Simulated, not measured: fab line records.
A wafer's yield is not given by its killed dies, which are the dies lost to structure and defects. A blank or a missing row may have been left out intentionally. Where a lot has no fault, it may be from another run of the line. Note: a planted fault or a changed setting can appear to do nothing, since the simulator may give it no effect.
fab line records | flow nandHarc
[record] lots = 24 wafers = 72 lastDay = 34
route steps=1302 shown A_CONTACT@997
lots that met no fault: from a run of the same line without faults
startH: start of the lot's first displayed wafer, in hours after the record's first day | waitH: hours from the lot's prior step to this one | " identical to the entry in the row above | L1.1+2: several wafers, shown together as one row | - either no value or no given start | * or withheld: withheld | < > ~ a bound
route shown NAME@n: a module of which the file shows steps, and the number in the route of the first | usual: mean and standard deviation over wafers with no fault | same: alike in all rows | chamber/n: place in a boat | sites: per-site readings | _std_site: the standard deviation of these | _edge_site: mean of outer sites minus mean of inner sites | radiusMm: for every site, how far away it sits from the centre of the wafer | mask NAME#n: copy n | behind: the last tool/chamber to shape the wafer | hold: what put the lot on hold/how long, in hours/how the hold closed | device: names the non-switching transistor (n, p or np) | end of line: the route-end tests of the same wafers | step lacking rows: just its recipe | killed: count of dies lost to structure and defects at first sort (not the wafer's yield) | map: the dies of a wafer, with x for killed, . for not killed, _ for no die there
set.NAME: the setting as run; set.NAME@STEP: as run at that earlier step | model.NAME: the simulator's own value behind a step, which no gauge read
route steps across a sampled set of lots; one table per step, one row per wafer
services: a tool's chamber out of use, with start hour (startH, from the record's first day; less than 0 if before it), hours out, and reason
[[steps]]
[step NHARC_A_CONTACT_CD_MEAS_42]
[recipe] targetCdNm = 300 landingEnergyEv = 500
[usual] cdNm = 300.0/0.51
// columns lot.wafer tool chamber startH waitH cdNm
L074.1 cdSem-03 0 484.96 - 299.3
L074.2 " 0 " " 299.8
L074.5 " 0 " " 299.3
L075.4 cdSem-01 0 502.90 - 299.5
L075.5 " 0 " " 299.4
L075.6 " 0 " " 298.9
L076.3 cdSem-02 0 513.15 - 300.2
L076.4 " 0 " " 300.2
L076.6 " 0 " " 300.8
L077.1 cdSem-02 0 513.30 - 300.0
L077.4 " 0 " " 300.1
L077.5 " 0 " " 300.4
L078.4 cdSem-02 0 531.15 - 300.1
L078.5 " 0 " " 300.1
L078.6 " 0 " " 299.8
L079.1 cdSem-02 0 540.38 - 299.5
L079.4 " 0 " " 299.9
L079.5 " 0 " " 299.6
L081.2 cdSem-02 0 554.45 - 300.9
L081.3 " 0 " " 300.4
L081.6 " 0 " " 300.8
L080.3 cdSem-02 0 555.28 - 299.8
L080.4 " 0 " " 299.0
L080.6 " 0 " " 300.4
L082.1 cdSem-01 0 575.22 - 300.2
L082.3 " 0 " " 300.2
L082.5 " 0 " " 301.2
L084.2 cdSem-03 0 583.74 - 300.5
L084.3 " 0 " " 301.0
L084.4 " 0 " " 300.6
L083.1 cdSem-01 0 588.13 - 299.5
L083.2 " 0 " " 299.6
L083.6 " 0 " " 300.0
L086.1 cdSem-02 0 605.89 - 299.9
L086.5 " 0 " " 299.8
L086.6 " 0 " " 299.9
L085.1 cdSem-01 0 606.05 - 299.7
L085.2 " 0 " " 299.4
L085.4 " 0 " " 299.4
L087.1 cdSem-02 0 634.57 - 300.9
L087.5 " 0 " " 300.8
L087.6 " 0 " " 301.0
L089.2 cdSem-03 0 637.94 - 299.2
L089.3 " 0 " " 299.9
L089.5 " 0 " " 299.8
L088.3 cdSem-01 0 638.63 - 299.6
L088.5 " 0 " " 300.1
L088.6 " 0 " " 299.6
L091.2 cdSem-03 0 654.79 - 300.0
L091.4 " 0 " " 299.9
L091.5 " 0 " " 300.4
L090.1 cdSem-03 0 655.31 - 299.7
L090.2 " 0 " " 299.3
L090.5 " 0 " " 298.9
L092.1 cdSem-01 0 662.79 - 300.6
L092.2 " 0 " " 300.0
L092.3 " 0 " " 300.1
L093.1 cdSem-03 0 665.51 - 299.9
L093.4 " 0 " " 299.8
L093.6 " 0 " " 299.6
L094.3 cdSem-01 0 685.85 - 299.4
L094.4 " 0 " " 300.3
L094.5 " 0 " " 300.3
L095.2 cdSem-02 0 705.71 - 300.6
L095.4 " 0 " " 300.2
L095.6 " 0 " " 300.6
L096.2 cdSem-01 0 717.39 - 299.7
L096.4 " 0 " " 300.1
L096.6 " 0 " " 300.3
L097.4 cdSem-03 0 733.41 - 299.9
L097.5 " 0 " " 299.9
L097.6 " 0 " " 298.9
[step NHARC_A_CONTACT_ETCH_48]
[recipe] targetDepthA = 390 overEtchFrac = 0.3 timeS = 65 ionEnergyEv = 80 cf4FlowSccm = 150 arFlowSccm = 0 rfW = 300 biasW = 100 chemistry = CF4
[usual] biasW = 99.99/0.29 drypumpMotorCurrentA = 5.7/0.34 oesProductAu = 1.000/0.011 rfVppV = 151.2/1.2 showerheadPlenumPTorr = 1.76/0.059 throttleValvePct = 13.284/0.0091
// columns lot.wafer tool chamber startH waitH biasW drypumpMotorCurrentA oesProductAu rfHoursCounterH rfVppV showerheadPlenumPTorr throttleValvePct
L074.2 rieDiel-02 3 485.23 0.1 99.98 5.3 0.999 22 151.2 1.82 13.296
L074.1 " 1 " " 99.62 5.7 0.996 31 150.0 1.68 13.280
L074.5 " 0 " " 100.27 6.1 1.009 - 152.8 1.87 13.283
L075.4 rieDiel-02 1 503.17 0.1 99.65 5.6 1.005 37 149.8 1.68 13.285
L075.5 " 3 " " 100.23 5.3 1.011 - 152.0 1.82 13.272
L075.6 " 0 " " 100.04 6.1 1.003 - 151.7 1.86 13.268
L076.4 rieDiel-03 0 513.42 0.1 99.72 5.4 1.010 8 150.6 1.76 13.294
L076.3 " 1 " " 99.85 5.6 1.002 7 150.1 1.73 13.290
L076.6 " 0 " " 100.06 5.4 1.007 - 149.4 1.76 13.286
L077.4 rieDiel-02 1 513.57 0.1 100.33 5.6 0.993 41 150.1 1.68 13.303
L077.1 " 2 " " 99.72 5.8 0.987 36 151.5 1.72 13.269
L077.5 " 1 " " 100.25 5.6 0.993 - 150.1 1.68 13.279
L078.4 rieDiel-03 2 531.42 0.1 99.83 6.3 1.010 14 150.9 1.71 13.287
L078.6 " 2 " " 99.71 6.3 1.013 - 150.9 1.71 13.283
L078.5 " 3 " " 100.20 5.3 0.995 - 150.5 1.76 13.281
L079.4 rieDiel-03 3 540.66 0.1 100.69 5.3 0.979 14 150.8 1.76 13.284
L079.1 " 0 " " 100.36 5.4 0.987 14 151.4 1.75 13.286
L079.5 " 2 " " 99.61 6.3 1.011 - 151.3 1.71 13.274
L081.3 rieDiel-03 0 554.72 0.1 99.95 5.4 0.999 17 152.6 1.75 13.270
L081.2 " 2 " " 99.91 6.4 1.010 18 149.1 1.71 13.281
L081.6 " 0 " " 99.87 5.4 0.996 - 151.0 1.75 13.290
L080.4 rieDiel-02 3 555.55 0.1 100.04 5.3 1.010 47 150.4 1.82 13.271
L080.3 " 2 " " 100.36 5.8 1.010 49 151.5 1.71 13.297
L080.6 " 0 " " 99.36 6.1 1.009 - 151.7 1.86 13.294
L082.3 rieDiel-12 0 575.52 0.1 100.08 5.7 1.000 43 151.9 1.77 13.287
L082.1 " 2 " " 99.84 5.6 1.008 41 152.3 1.80 13.283
L082.5 " 0 " " 100.23 5.7 0.998 - 151.2 1.77 13.281
L084.3 rieDiel-03 3 584.01 0.1 100.19 5.3 1.007 22 150.4 1.76 13.287
L084.2 " 0 " " 100.00 5.4 0.989 21 150.4 1.75 13.294
L084.4 " 1 " " 99.68 5.6 1.004 21 150.4 1.73 13.273
L083.2 rieDiel-03 1 588.41 0.1 99.73 5.6 0.990 23 150.0 1.72 13.283
L083.1 " 2 " " 99.67 6.3 1.018 24 151.1 1.71 13.284
L083.6 " 0 " " 100.15 5.4 0.995 - 150.4 1.75 13.295
L086.1 rieDiel-03 3 606.17 0.1 100.21 5.3 1.003 27 152.9 1.75 13.284
L086.5 " 2 " " 99.79 6.3 1.020 - 149.5 1.71 13.283
L086.6 " 3 " " 99.91 5.3 1.010 - 151.9 1.75 13.276
L085.4 rieDiel-12 3 606.32 0.1 100.44 5.9 0.982 53 152.3 1.89 13.287
L085.1 " 1 " " 99.49 5.8 1.007 54 151.6 1.77 13.288
L085.2 " 2 " " 100.53 5.7 1.012 55 151.4 1.80 13.278
L087.1 rieDiel-03 3 634.86 0.1 99.90 5.3 1.007 33 150.5 1.75 13.292
L087.5 " 1 " " 100.33 5.6 1.009 - 151.0 1.72 13.276
L087.6 " 2 " " 100.02 6.3 1.015 - 150.6 1.71 13.282
L089.3 rieDiel-12 3 638.21 0.1 99.55 5.9 0.980 1 154.5 1.89 13.296
L089.2 " 2 " " 100.06 5.6 0.980 2 150.9 1.79 13.280
L089.5 " 3 " " 99.64 5.9 0.972 - 152.1 1.89 13.281
L088.3 rieDiel-02 1 638.90 0.1 99.82 5.7 1.006 18 149.1 1.67 13.284
L088.5 " 0 " " 100.48 6.1 0.995 - 154.2 1.85 13.285
L088.6 " 1 " " 99.77 5.6 1.006 - 149.4 1.67 13.268
L091.2 rieDiel-02 0 655.07 0.1 99.76 6.1 0.994 21 153.0 1.85 13.288
L091.4 " 2 " " 100.16 5.8 1.012 27 150.8 1.71 13.295
L091.5 " 0 " " 99.72 6.1 0.995 - 151.1 1.85 13.282
L090.2 rieDiel-02 1 655.59 0.1 100.18 5.7 1.020 24 151.6 1.67 13.291
L090.1 " 2 " " 99.82 5.8 1.013 28 150.1 1.71 13.276
L090.5 " 0 " " 99.80 6.1 1.008 - 150.5 1.85 13.293
L092.1 rieDiel-02 2 663.08 0.1 100.10 5.8 1.011 31 149.5 1.71 13.289
L092.2 " 3 " " 99.61 5.3 0.990 27 152.1 1.81 13.278
L092.3 " 0 " " 100.43 6.1 1.000 24 151.5 1.85 13.279
L093.1 rieDiel-03 0 665.78 0.1 100.13 5.4 0.984 5 151.3 1.75 13.280
L093.4 " 1 " " 99.73 5.6 0.984 5 149.3 1.72 13.290
L093.6 " 1 " " 100.05 5.6 1.000 - 150.7 1.72 13.282
L094.3 rieDiel-03 0 686.12 0.1 99.91 5.4 1.000 9 151.0 1.75 13.286
L094.4 " 2 " " 100.32 6.3 1.013 8 148.8 1.70 13.279
L094.5 " 1 " " 100.21 5.6 1.004 - 149.0 1.72 13.286
L095.2 rieDiel-03 3 706.02 0.1 100.24 5.3 1.003 12 150.8 1.75 13.296
L095.4 " 1 " " 100.48 5.6 1.003 - 150.7 1.72 13.279
L095.6 " 2 " " 99.82 6.3 1.013 - 150.0 1.70 13.283
L096.4 rieDiel-12 3 717.79 0.2 100.24 5.9 0.980 33 154.0 1.88 13.286
L096.2 " 0 " " 99.51 5.7 1.000 24 151.6 1.76 13.275
L096.6 " 2 " " 100.12 5.6 0.987 - 151.2 1.79 13.287
L097.5 rieDiel-03 0 733.71 0.1 100.33 5.4 1.010 - 151.4 1.74 13.289
L097.6 " 1 " " 100.15 5.6 0.988 - 150.7 1.72 13.292
L097.4 " 3 " " 99.85 5.3 0.987 - 150.0 1.75 13.262
[step NHARC_A_CONTACT_DEP_58]
[recipe] targetThkA = 900 targetThkNm = 90 tempC = 400 pressureTorr = 3.5 flowSccm = 200 rfW = 350 material = SiON
[usual] chamberPressureTorr = 3.502/0.0074 heaterPowerOuterW = 428/70 heaterPowerW = 723/93
// columns lot.wafer tool chamber startH waitH chamberPressureTorr heaterPowerOuterW heaterPowerW
L074.2 pecvd-02 1 497.33 2.2 3.496 484 780
L074.1 " 2 " " 3.489 419 756
L074.5 " 0 " " 3.497 412 714
L075.4 pecvd-01 0 514.50 1.2 3.511 485 767
L075.6 " 1 " " 3.503 382 652
L075.5 " 2 " " 3.498 527 833
L076.3 pecvd-01 0 522.67 1.6 3.488 479 735
L076.6 " 2 " " 3.504 443 738
L076.4 " 0 " " 3.497 481 753
L077.1 pecvd-01 1 523.19 2.7 3.507 447 766
L077.5 " 1 " " 3.509 456 756
L077.4 " 2 " " 3.504 498 770
L078.5 pecvd-04 0 540.70 0.7 3.494 341 618
L078.4 " 1 " " 3.506 524 905
L078.6 " 2 " " 3.510 300 565
L079.1 pecvd-04 2 550.29 2.7 3.495 364 633
L079.5 " 2 " " 3.493 360 638
L079.4 " 1 " " 3.507 566 917
L081.2 pecvd-02 0 565.30 2.2 3.500 431 740
L081.3 " 1 " " 3.491 479 761
L081.6 " 1 " " 3.501 471 767
L080.3 pecvd-01 0 565.74 1.7 3.500 471 751
L080.6 " 1 " " 3.501 450 768
L080.4 " 2 " " 3.515 434 747
L082.3 pecvd-02 1 585.14 1.6 3.502 453 730
L082.1 " 0 " " 3.495 367 677
L082.5 " 0 " " 3.503 372 667
L084.2 pecvd-04 1 597.73 2.2 3.506 587 946
L084.3 " 2 " " 3.513 355 611
L084.4 " 0 " " 3.506 364 628
L083.2 pecvd-01 1 600.99 2.2 3.503 453 741
L083.1 " 2 " " 3.515 409 702
L083.6 " 1 " " 3.512 466 778
L086.1 pecvd-04 0 618.56 2.8 3.486 341 608
L086.5 " 2 " " 3.505 327 589
L086.6 " 1 " " 3.505 550 919
L085.2 pecvd-04 0 619.37 2.2 3.505 352 625
L085.1 " 1 " " 3.495 644 1039
L085.4 " 2 " " 3.507 363 626
L087.1 pecvd-04 0 644.26 2.7 3.499 350 636
L087.5 " 0 " " 3.494 353 635
L087.6 " 2 " " 3.501 367 637
L089.2 pecvd-04 0 647.82 2.5 3.506 316 569
L089.3 " 0 " " 3.496 321 596
L089.5 " 0 " " 3.492 319 602
L088.3 pecvd-01 0 650.29 2.0 3.500 460 731
L088.5 " 2 " " 3.498 474 773
L088.6 " 0 " " 3.513 464 743
L091.2 pecvd-01 1 667.10 2.2 3.499 459 793
L091.4 " 2 " " 3.497 446 756
L091.5 " 0 " " 3.502 487 755
L090.2 pecvd-01 0 668.06 2.2 3.498 482 749
L090.1 " 1 " " 3.507 448 772
L090.5 " 1 " " 3.502 468 757
L092.3 pecvd-04 0 674.77 1.7 3.515 321 583
L092.2 " 1 " " 3.504 535 876
L092.1 " 2 " " 3.506 379 644
L093.1 pecvd-04 0 675.87 2.8 3.503 375 668
L093.4 " 1 " " 3.489 535 882
L093.6 " 2 " " 3.503 379 673
L094.3 pecvd-02 2 695.74 1.7 3.497 398 708
L094.4 " 0 " " 3.506 408 705
L094.5 " 0 " " 3.500 409 738
L095.2 pecvd-02 2 715.61 2.2 3.511 391 688
L095.4 " 0 " " 3.494 395 709
L095.6 " 0 " " 3.502 413 714
L096.2 pecvd-01 0 728.46 2.2 3.490 458 716
L096.4 " 2 " " 3.497 463 713
L096.6 " 2 " " 3.489 470 743
L097.6 pecvd-01 1 745.18 0.1 3.511 446 727
L097.5 " 2 " " 3.498 460 743
L097.4 " 0 " " 3.504 497 775
[step NHARC_A_CONTACT_ETCH_75]
[recipe] targetDepthA = 390 overEtchFrac = 0.3 timeS = 65 ionEnergyEv = 80 cf4FlowSccm = 150 arFlowSccm = 0 rfW = 300 biasW = 100 chemistry = CF4
[usual] biasW = 100.0/0.34 drypumpMotorCurrentA = 5.7/0.36 oesProductAu = 0.999/0.01 rfVppV = 151.1/1.1 showerheadPlenumPTorr = 1.76/0.048 throttleValvePct = 13.284/0.0087
// columns lot.wafer tool chamber startH waitH biasW drypumpMotorCurrentA oesProductAu rfHoursCounterH rfVppV showerheadPlenumPTorr throttleValvePct
L074.1 rieDiel-12 3 498.30 0.1 99.7 5.9 0.981 13 152.0 1.90 13.293
L074.2 " 1 " " 100.4 5.8 0.996 15 152.4 1.78 13.255
L074.5 " 3 " " 99.6 5.9 0.993 - 152.6 1.90 13.278
L075.4 rieDiel-03 2 515.40 0.1 100.1 6.3 1.016 10 151.6 1.71 13.283
L075.6 " 2 " " 100.5 6.3 1.014 - 152.0 1.71 13.290
L075.5 " 3 " " 99.8 5.3 0.990 - 150.5 1.76 13.287
L076.3 rieDiel-03 2 523.64 0.1 100.6 6.3 1.023 12 150.1 1.71 13.285
L076.4 " 3 " " 100.5 5.3 0.990 11 151.7 1.76 13.290
L076.6 " 2 " " 100.6 6.3 1.019 - 149.6 1.71 13.282
L077.1 rieDiel-03 3 524.76 0.6 99.7 5.3 1.000 12 151.9 1.76 13.284
L077.4 " 0 " " 100.2 5.4 1.012 11 150.6 1.75 13.289
L077.5 " 0 " " 100.3 5.4 1.009 - 149.8 1.75 13.284
L078.4 rieDiel-12 3 541.50 0.1 99.9 5.9 0.977 24 152.9 1.90 13.285
L078.6 " 1 " " 99.6 5.9 0.979 - 151.1 1.78 13.291
L078.5 " 2 " " 99.7 5.7 1.007 - 153.4 1.80 13.283
L079.1 rieDiel-03 2 551.15 0.1 100.3 6.3 1.018 17 151.4 1.71 13.293
L079.4 " 0 " " 100.0 5.4 0.997 16 151.6 1.75 13.275
L079.5 " 2 " " 99.7 6.3 1.015 - 150.3 1.71 13.284
L081.2 rieDiel-03 0 566.26 0.1 99.6 5.4 0.999 18 150.1 1.75 13.274
L081.3 " 3 " " 99.9 5.2 0.995 19 149.8 1.76 13.277
L081.6 " 0 " " 99.8 5.4 0.993 - 151.1 1.75 13.280
L080.3 rieDiel-12 2 566.69 0.1 100.3 5.7 1.002 34 151.9 1.80 13.294
L080.4 " 3 " " 99.5 5.9 0.991 34 151.5 1.90 13.281
L080.6 " 2 " " 99.7 5.6 1.002 - 148.5 1.80 13.287
L082.3 rieDiel-03 1 586.13 0.1 100.2 5.6 0.988 22 149.9 1.72 13.287
L082.1 " 3 " " 99.5 5.3 1.007 23 149.9 1.76 13.279
L082.5 " 1 " " 100.0 5.6 1.004 - 150.4 1.73 13.289
L084.3 rieDiel-03 3 598.60 0.1 100.4 5.3 1.011 26 151.1 1.75 13.287
L084.2 " 0 " " 99.6 5.4 1.006 25 148.4 1.75 13.275
L084.4 " 2 " " 100.5 6.4 1.010 26 150.7 1.71 13.287
L083.1 rieDiel-03 0 601.96 0.1 99.7 5.4 0.988 27 150.4 1.75 13.287
L083.2 " 1 " " 100.7 5.6 1.001 25 149.8 1.72 13.273
L083.6 " 3 " " 99.9 5.3 1.014 - 150.4 1.75 13.271
L086.1 rieDiel-03 3 619.40 0.1 100.0 5.3 1.013 30 150.6 1.75 13.290
L086.6 " 3 " " 99.7 5.3 1.014 - 150.5 1.75 13.304
L086.5 " 0 " " 100.6 5.4 1.002 - 150.9 1.75 13.274
L085.1 rieDiel-12 3 620.21 0.1 99.7 5.9 0.996 56 153.7 1.89 13.279
L085.4 " 0 " " 99.9 5.7 0.984 61 151.4 1.77 13.297
L085.2 " 1 " " 100.7 5.9 1.013 57 150.3 1.77 13.282
L087.1 rieDiel-03 1 645.34 0.1 100.1 5.6 1.000 0 150.1 1.72 13.279
L087.5 " 1 " " 99.9 5.6 0.992 - 150.6 1.72 13.278
L087.6 " 2 " " 100.4 6.4 1.000 - 149.3 1.71 13.278
L089.3 rieDiel-03 2 648.90 0.1 99.9 6.4 1.004 1 150.6 1.71 13.303
L089.2 " 1 " " 100.3 5.7 0.987 1 150.9 1.72 13.281
L089.5 " 3 " " 100.1 5.3 0.995 - 150.4 1.75 13.268
L088.3 rieDiel-03 2 651.23 0.1 99.9 6.3 1.000 2 151.7 1.70 13.272
L088.5 " 2 " " 100.0 6.3 1.002 - 149.0 1.70 13.284
L088.6 " 3 " " 100.3 5.3 0.991 - 150.6 1.75 13.265
L091.4 rieDiel-12 3 668.07 0.1 99.8 5.9 0.991 14 152.8 1.89 13.283
L091.2 " 0 " " 99.9 5.7 0.997 11 151.5 1.76 13.277
L091.5 " 3 " " 100.0 5.9 0.980 - 153.8 1.89 13.284
L090.1 rieDiel-03 1 669.05 0.1 99.9 5.6 0.996 6 151.2 1.72 13.284
L090.2 " 0 " " 99.5 5.4 0.970 6 152.5 1.75 13.287
L090.5 " 2 " " 99.7 6.3 1.006 - 150.3 1.70 13.299
L092.3 rieDiel-03 1 675.64 0.1 99.1 5.6 0.983 7 150.4 1.72 13.297
L092.1 " 2 " " 100.1 6.3 1.014 6 149.6 1.70 13.287
L092.2 " 0 " " 100.2 5.4 0.990 7 152.3 1.75 13.278
L093.4 rieDiel-12 3 676.82 0.1 100.3 5.9 0.992 17 153.0 1.89 13.280
L093.1 " 1 " " 99.5 5.9 1.012 14 152.3 1.77 13.282
L093.6 " 3 " " 100.0 5.9 0.998 - 152.9 1.89 13.295
L094.3 rieDiel-03 0 696.73 0.1 100.4 5.4 0.996 11 150.5 1.75 13.288
L094.4 " 1 " " 99.9 5.6 0.997 12 150.6 1.72 13.293
L094.5 " 1 " " 99.9 5.6 1.001 - 150.0 1.72 13.277
L095.2 rieDiel-03 1 716.85 0.3 100.1 5.6 0.988 15 149.6 1.72 13.277
L095.4 " 0 " " 100.0 5.4 0.996 - 151.8 1.75 13.272
L095.6 " 1 " " 99.8 5.6 0.980 - 151.4 1.72 13.278
L096.2 rieDiel-03 3 729.53 0.1 100.3 5.3 0.993 16 149.7 1.75 13.274
L096.6 " 0 " " 100.1 5.4 0.989 - 152.0 1.74 13.289
L096.4 " 3 " " 100.2 5.3 0.984 - 150.6 1.75 13.277
L097.4 rieDiel-02 2 746.13 0.1 100.0 5.8 1.010 - 149.8 1.70 13.281
L097.6 " 3 " " 99.3 5.3 0.996 - 152.2 1.80 13.279
L097.5 " 0 " " 99.9 6.1 0.995 - 152.9 1.84 13.273
[step NHARC_A_CONTACT_ETCH_127]
[recipe] sourceW = withheld pressureMtorr = 20 biasV = 3000 timeS = 197 targetDepthA = 19180 arFlowSccm = withheld c4f8FlowSccm = withheld o2FlowSccm = withheld chemistry = C4F8/O2/Ar
// columns lot.wafer tool chamber startH waitH rfHoursCounterH
L074.1 harCapEtch-03 1 500.31 0.1 43
L074.2 " 0 " " 43
L074.5 " 0 " " -
L075.4 harCapEtch-02 1 517.48 0.1 -
L075.6 " 1 " " -
L075.5 " 0 " " -
L076.3 harCapEtch-01 1 525.71 0.1 -
L076.4 " 0 " " -
L076.6 " 0 " " -
L077.1 harCapEtch-03 1 526.98 0.1 49
L077.4 " 0 " " -
L077.5 " 0 " " -
L078.4 harCapEtch-03 0 543.55 0.1 -
L078.6 " 0 " " -
L078.5 " 1 " " -
L079.1 harCapEtch-03 0 553.18 0.1 54
L079.4 " 0 " " -
L079.5 " 0 " " -
L081.2 harCapEtch-02 0 568.30 0.1 95
L081.3 " 1 " " -
L081.6 " 1 " " -
L080.4 harCapEtch-01 1 568.81 0.1 -
L080.3 " 0 " " -
L080.6 " 1 " " -
L082.1 harCapEtch-02 0 588.19 0.1 98
L082.3 " 1 " " -
L082.5 " 1 " " -
L084.2 harCapEtch-02 0 600.62 0.1 100
L084.4 " 0 " " -
L084.3 " 1 " " -
L083.2 harCapEtch-01 0 604.14 0.2 17
L083.1 " 1 " " 17
L083.6 " 0 " " -
L086.1 harCapEtch-02 1 621.41 0.1 104
L086.5 " 1 " " -
L086.6 " 0 " " -
L085.1 harCapEtch-01 0 622.21 0.1 20
L085.2 " 1 " " 20
L085.4 " 1 " " -
L087.1 harCapEtch-01 0 647.57 0.2 24
L087.5 " 1 " " -
L087.6 " 0 " " -
L089.2 harCapEtch-03 0 650.91 0.1 70
L089.3 " 0 " " -
L089.5 " 1 " " -
L088.3 harCapEtch-02 1 653.34 0.1 -
L088.5 " 0 " " -
L088.6 " 1 " " -
L091.2 harCapEtch-03 0 670.08 0.1 75
L091.4 " 0 " " -
L091.5 " 0 " " -
L090.1 harCapEtch-02 1 671.05 0.1 116
L090.2 " 0 " " 116
L090.5 " 1 " " -
L092.2 harCapEtch-01 0 677.66 0.1 31
L092.1 " 1 " " 31
L092.3 " 1 " " -
L093.1 harCapEtch-03 0 678.86 0.1 77
L093.4 " 0 " " -
L093.6 " 0 " " -
L094.3 harCapEtch-02 1 698.81 0.1 -
L094.4 " 0 " " -
L094.5 " 0 " " -
L095.2 harCapEtch-02 0 719.63 0.1 122
L095.4 " 1 " " -
L095.6 " 0 " " -
L096.2 harCapEtch-03 0 731.99 0.2 85
L096.4 " 0 " " -
L096.6 " 0 " " -
L097.4 harCapEtch-03 1 748.45 0.1 -
L097.5 " 1 " " -
L097.6 " 0 " " -
[step NHARC_A_CONTACT_ETCH_131]
[recipe] sourceW = withheld pressureMtorr = 20 biasV = 3000 timeS = 197 targetDepthA = 19180 arFlowSccm = withheld c4f8FlowSccm = withheld o2FlowSccm = withheld chemistry = C4F8/O2/Ar
// columns lot.wafer tool chamber startH waitH rfHoursCounterH
L074.1 harCapEtch-03 1 501.02 0.1 44
L074.2 " 0 " " 44
L074.5 " 0 " " -
L075.4 harCapEtch-02 1 518.19 0.1 -
L075.6 " 1 " " -
L075.5 " 0 " " -
L076.3 harCapEtch-01 1 526.42 0.1 -
L076.4 " 0 " " -
L076.6 " 0 " " -
L077.1 harCapEtch-03 1 527.69 0.1 50
L077.4 " 0 " " -
L077.5 " 0 " " -
L078.4 harCapEtch-03 0 544.26 0.1 -
L078.6 " 0 " " -
L078.5 " 1 " " -
L079.1 harCapEtch-03 0 553.89 0.1 55
L079.4 " 0 " " -
L079.5 " 0 " " -
L081.2 harCapEtch-02 0 569.00 0.1 96
L081.3 " 1 " " -
L081.6 " 1 " " -
L080.4 harCapEtch-01 1 569.51 0.1 -
L080.3 " 0 " " -
L080.6 " 1 " " -
L082.1 harCapEtch-02 0 588.91 0.1 99
L082.3 " 1 " " -
L082.5 " 1 " " -
L084.2 harCapEtch-02 0 601.32 0.1 100
L084.4 " 0 " " -
L084.3 " 1 " " -
L083.2 harCapEtch-01 0 605.08 0.2 17
L083.1 " 1 " " 17
L083.6 " 0 " " -
L086.1 harCapEtch-02 1 622.12 0.1 104
L086.5 " 1 " " -
L086.6 " 0 " " -
L085.1 harCapEtch-01 0 622.93 0.1 21
L085.2 " 1 " " 21
L085.4 " 1 " " -
L087.1 harCapEtch-01 0 648.39 0.1 25
L087.5 " 1 " " -
L087.6 " 0 " " -
L089.2 harCapEtch-03 0 651.62 0.1 70
L089.3 " 0 " " -
L089.5 " 1 " " -
L088.3 harCapEtch-02 1 654.04 0.1 -
L088.5 " 0 " " -
L088.6 " 1 " " -
L091.2 harCapEtch-03 0 670.79 0.1 76
L091.4 " 0 " " -
L091.5 " 0 " " -
L090.1 harCapEtch-02 1 671.75 0.1 116
L090.2 " 0 " " 116
L090.5 " 1 " " -
L092.2 harCapEtch-01 0 678.37 0.1 31
L092.1 " 1 " " 31
L092.3 " 1 " " -
L093.1 harCapEtch-03 0 679.56 0.1 78
L093.4 " 0 " " -
L093.6 " 0 " " -
L094.3 harCapEtch-02 1 699.51 0.1 -
L094.4 " 0 " " -
L094.5 " 0 " " -
L095.2 harCapEtch-02 0 720.34 0.1 122
L095.4 " 1 " " -
L095.6 " 0 " " -
L096.2 harCapEtch-03 0 732.93 0.2 85
L096.4 " 0 " " -
L096.6 " 0 " " -
L097.4 harCapEtch-03 1 749.16 0.1 -
L097.5 " 1 " " -
L097.6 " 0 " " -
[[services]]
// columns tool chamber startH hours kind
harCapEtch-01 - 467.74 0.1 repair
pecvd-04 - 468.09 1.3 repair
rieDiel-12 2 474.63 9.5 repair
pecvd-01 - 492.00 13.0 pm
harCapEtch-01 - 497.49 17.0 pm
pecvd-01 - 551.01 1.0 repair
pecvd-04 2 554.15 3.8 repair
rieDiel-02 - 570.88 9.0 pm
pecvd-02 - 576.44 1.1 repair
pecvd-01 - 614.32 0.3 repair
rieDiel-03 2 622.41 1.5 repair
rieDiel-12 - 622.96 9.0 pm
pecvd-04 - 631.21 13.0 pm
rieDiel-03 - 660.49 0.7 repair
pecvd-01 - 673.00 13.0 pm
rieDiel-12 0 679.56 14.0 repair
rieDiel-03 0 698.57 9.7 repair
pecvd-01 1 711.03 19.3 repair
rieDiel-03 2 712.15 28.9 repair
rieDiel-03 3 719.20 1.4 repair
pecvd-04 2 735.76 10.6 repair
rieDiel-03 1 737.83 9.3 repair
rieDiel-02 1 744.31 4.3 repair
rieDiel-02 - 747.90 9.0 pm
[[key]]
fault none
